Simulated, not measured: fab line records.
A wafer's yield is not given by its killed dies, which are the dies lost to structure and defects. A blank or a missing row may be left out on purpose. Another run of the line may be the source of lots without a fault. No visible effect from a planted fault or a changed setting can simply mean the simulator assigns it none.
Matching of chambers -- flow nand_harc -- NHARC_A_M1_ETCH_35 on rie_diel-09 has 4 sister chambers
The step etches the open film in N2/H2, target depth 40 nm, overetch 12 nm, time 43.94 s. 8 wafers are shown with their chamber, then 8 later ones without.

## EACH WAFER AND ITS CHAMBER
wafer,chamber,showerhead_plenum_p_Torr (Torr),drypump_motor_current_A (A)
L080.1,2,1.96,5.4
L080.6,1,1.97,5.8
L091.1,2,1.95,5.4
L091.6,3,2.07,4.7
L094.1,3,2.07,4.7
L094.3,0,2.17,5.1
L094.5,1,1.97,5.7
L096.1,0,2.17,5.1

## WAFERS MISSING THEIR CHAMBER
wafer,showerhead_plenum_p_Torr (Torr),drypump_motor_current_A (A)
L096.2,2.07,4.7
L096.3,1.97,5.7
L095.3,1.95,5.4
L095.5,2.07,4.7
L095.6,1.95,5.4
L097.2,2.17,5.1
L097.3,1.95,5.4
L097.5,2.17,5.1

## CHAMBER TAKEN BY EACH
wafer,from the rows above,in truth
L096.2,3,3
L096.3,1,1
L095.3,2,2
L095.5,3,3
L095.6,2,2
L097.2,0,0
L097.3,2,2
L097.5,0,0
Correctly placed: 8 of 8. Left unplaced by these rows: 0. Number placed wrongly: 0.
How it was worked out, from the rows above alone: a wafer's distance from a chamber is the root of the sum, over the readings, of the square of ((its reading less the chamber's mean) divided by the reading's scatter). The wafer belongs to the nearest chamber; if the next one is less than 2 further off, it can't be placed. Each chamber's mean is taken over the wafers shown for it. How the scatter is found: for the shown wafers, subtract from each reading the mean of its chamber, square and add these, divide the total by (wafers less chambers), then take the root.
